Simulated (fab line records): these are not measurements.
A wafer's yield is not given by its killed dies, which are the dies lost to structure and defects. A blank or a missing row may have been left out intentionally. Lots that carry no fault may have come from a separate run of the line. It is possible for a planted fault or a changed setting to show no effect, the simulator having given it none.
A struck lot beside a sound one    flow n5_finfet    41 out of 1938 route steps
Sound: wafers L265.3, L265.4, L265.5. Struck: wafers L273.3, L273.4, L273.6. The cause is named last.
Each step with rows lists, per side, the tool, then ch with its chambers, then its first start. Under that, the readings that differ: sound wafers    struck wafers    difference of the means    sigmas: that difference in standard deviations of wafers without a fault.
alike: words and numbers the same on both sides, and readings whose means are apart by under 2 such deviations; not compared: readings that were withheld, readings missing a value for some wafer, numbers with overlapping values and no deviation given by the record, and bounds like >300 which may hide the same value.
A row with sigmas, a row that says differs or no value, or rows on one side alone: a step with any of these is where the two part. When numbers do not overlap yet have no deviation, they are printed without sigmas and do not part them. A reading that every wafer of one side lacks parts them only if that side has two wafers or more.

first, 11 steps without rows for these wafers: N5_MOL_CONTACT_COAG_DESCUM_13 (chemistry O2, time 7 s); N5_MOL_CONTACT_COAG_ETCH_59 (etches underlayer in N2/H2, target depth 13 nm, time 10.4 s); N5_MOL_CONTACT_COAG_ETCH_105 (etches SiARC in CF4, target depth 15.6 nm, time 26 s); N5_MOL_CONTACT_COAG_ETCH_106 (etches SOC in N2/H2, target depth 80 nm, overetch 16 nm, time 120 s); N5_MOL_CONTACT_COAG_STRIP_107 (strips in N2/H2); N5_MOL_CONTACT_COAG_STRIP_108 (strips in N2/H2); N5_MOL_CONTACT_COAG_CONTACT_ETCH_14 (etches SiO2 in C4F6/O2, target depth 27.5 nm, overetch 8.5 nm, time 20 s); N5_MOL_CONTACT_COAG_STRIP_109 (strips in C4F6/O2); N5_MOL_CONTACT_COAG_ETCH_15 (etches SiNx in CH3F/O2, stops on Si:P, target depth 7 nm); N5_MOL_CONTACT_COAG_ETCH_110 (etches Si in CF4/O2, target depth 2.5 nm, time 8 s); N5_MOL_CONTACT_COAG_STRIP_98 (strips in N2/H2).
N5_MOL_CONTACT_COAG_CD_MEAS_99 targets a cd of 17.2 nm.
  sound on cd_sem-02, day 6 00:40; struck on cd_sem-01, day 7 17:43
  alike: cd_nm
N5_MOL_CONTACT_COAG_IMPLANT_129:
  sound on implanter-02 ch 0, day 6 00:46; struck on implanter-01, day 7 17:48
  no value came back on the struck wafers for beam_energy_keV, beam_on_s (s), faraday_current_uA; on the sound wafers beam_energy_keV reads 3.0004 3.0010 3.0004
then, 1 step without rows for these wafers: N5_MOL_CONTACT_COAG_PRECLEAN_111 (cleans in NF3:NH3, afs cycles 1, time 20 s, sublimation time 60 s).
N5_MOL_CONTACT_COAG_TI_SIL_19: material Ti, target thk 4.2 nm, time 15 s.
  sound on pvd_sputter-01, day 6 04:01; struck on pvd_sputter-02, day 7 18:11
  alike: throttle_valve_pct
then, 3 steps without rows for these wafers: N5_MOL_CONTACT_COAG_ALD_20 (deposits TiN, target thk 1.5 nm, pulse time 1 s, purge time 3 s); N5_MOL_CONTACT_COAG_SIL_ANNEAL_21 (time 60 s); N5_MOL_CONTACT_COAG_PRE_CLEAN_141 (time 60 s).
N5_MOL_CONTACT_COAG_SPUTTER_143: material Co, target thk 2.5 nm.
  sound on pvd_sputter-02, day 6 05:13; struck on pvd_sputter-02, day 7 19:23
  alike: throttle_valve_pct
then, 2 steps without rows for these wafers: N5_MOL_CONTACT_COAG_CO_FILL_22 (material Co, precursor CCTBA/H2, target thk 20 nm); N5_MOL_CONTACT_COAG_ANNEAL_113 (time 300 s).
N5_MOL_CONTACT_COAG_PRE_CLEAN_142: time 60 s.
  sound on pvd_sputter-02, day 6 07:55; struck on pvd_sputter-03, day 8 00:26
  alike: heater_power_w
then, 3 steps without rows for these wafers: N5_MOL_CONTACT_COAG_SPUTTER_130 (material Co, target thk 47.5 nm); N5_MOL_CONTACT_COAG_PRECLEAN_125 (cleans in DIW, time 57.5 s); N5_MOL_CONTACT_COAG_SRD_126 (dry time 32 s).
N5_MOL_CONTACT_COAG_CMP_23: polishes, stops on SiO2, t overpolish 1.5 s, target thk 0 nm.
  sound on cmp-01 ch 0,3, day 6 08:11; struck on cmp-03 ch 1,2,3, day 8 00:47
reading                  sound              struck             difference  sigmas
edge_zone_pressure_frac  1.004 0.995 0.997  1.007 1.009 1.008  +0.009      +2
  alike: head_pressure_psi, motor_current_A, overpolish_run_s, time_to_endpoint_s
then, 3 steps without rows for these wafers: N5_MOL_CONTACT_COAG_WET_ETCH_26 (target Co, target depth 13 nm); N5_MOL_CONTACT_COAG_WET_ETCH_116 (etches the open film in SC1-inhibited, target depth 4.6 nm, rinse time 30 s); N5_MOL_CONTACT_COAG_ALD_27 (deposits SiOC, target thk 17 nm, pulse time 1.5 s, time 2720 s).
N5_MOL_CONTACT_COAG_CMP_28: polishes, stops on SiNx, t overpolish 0.85 s, target thk 14.522 nm.
  sound on cmp-03 ch 1,2, day 6 10:41; struck on cmp-01 ch 0,2,3, day 8 03:13
  alike: edge_zone_pressure_frac, head_pressure_psi, motor_current_A, time_to_endpoint_s
N5_MOL_CONTACT_COAG_THK_MEAS_29:
  sound on film_metro-01, day 6 10:59; struck on film_metro-01, day 8 03:26
  alike: MD_CAP_THK
then, 9 steps without rows for these wafers: N5_MOL_CONTACT_COAG_ALD_123 (deposits SiNx, target thk 5 nm, pulse time 1 s, purge time 2 s); N5_MOL_CONTACT_COAG_PECVD_31 (deposits SiO2 from TEOS/O2, target thk 46 nm, time 8.9 s); N5_MOL_CONTACT_COAG_COAT_75 (time 60 s, resist thk 60 nm); N5_MOL_CONTACT_COAG_COAT_76 (time 60 s, resist thk 10 nm); N5_MOL_CONTACT_COAG_COAT_77 (time 60 s, resist thk 10 nm); N5_MOL_CONTACT_COAG_COAT_78 (resist thk 40 nm); N5_MOL_CONTACT_COAG_EBR_80; N5_MOL_CONTACT_COAG_SOFTBAKE_79 (time 60 s); N5_MOL_CONTACT_COAG_EXPOSE_81 (exposes mask VG, defocus 0 nm).
-- a jump in the record: the struck wafers' starts before and after are 3 days apart (it breaks off in module MOL_CONTACT_COAG and resumes in module BEOL_M4, where the first step shown is number 1111 of the route) --
N5_BEOL_M4_RC_MEAS_101:
  sound on prober-02 ch 0, day 9 12:44; struck on prober-02 ch 0, day 11 10:21
reading              sound              struck             difference  sigmas
RC_DENSE_N (ohm.um)  19.1 19.0 19.2     40.1 37.7 37.9     +19.5       +38
RC_DENSE_P (ohm.um)  23.8 23.7 24.3     50.0 47.5 47.8     +24.5       +38
RC_N (ohm.um)        15.6 15.4 15.6     32.6 30.6 31.0     +15.9       +39
RC_P (ohm.um)        19.6 19.3 19.7     40.6 39.0 38.9     +20.0       +39
REXT_N (ohm.um)      73.4 73.9 74.1     90.3 89.9 89.3     +16.0       +10
REXT_P (ohm.um)      102.8 101.5 102.6  125.1 122.7 123.6  +21.5       +9
  alike: DIBL_N, DIBL_P, IOFF_N, IOFF_P, ION_N, ION_P, SS_N, SS_P, VT_N, VT_P

## WHERE THEY PART
Last at N5_BEOL_M4_RC_MEAS_101 as far as this record goes, first at N5_MOL_CONTACT_COAG_IMPLANT_129.

WHY: the cause the simulator had injected
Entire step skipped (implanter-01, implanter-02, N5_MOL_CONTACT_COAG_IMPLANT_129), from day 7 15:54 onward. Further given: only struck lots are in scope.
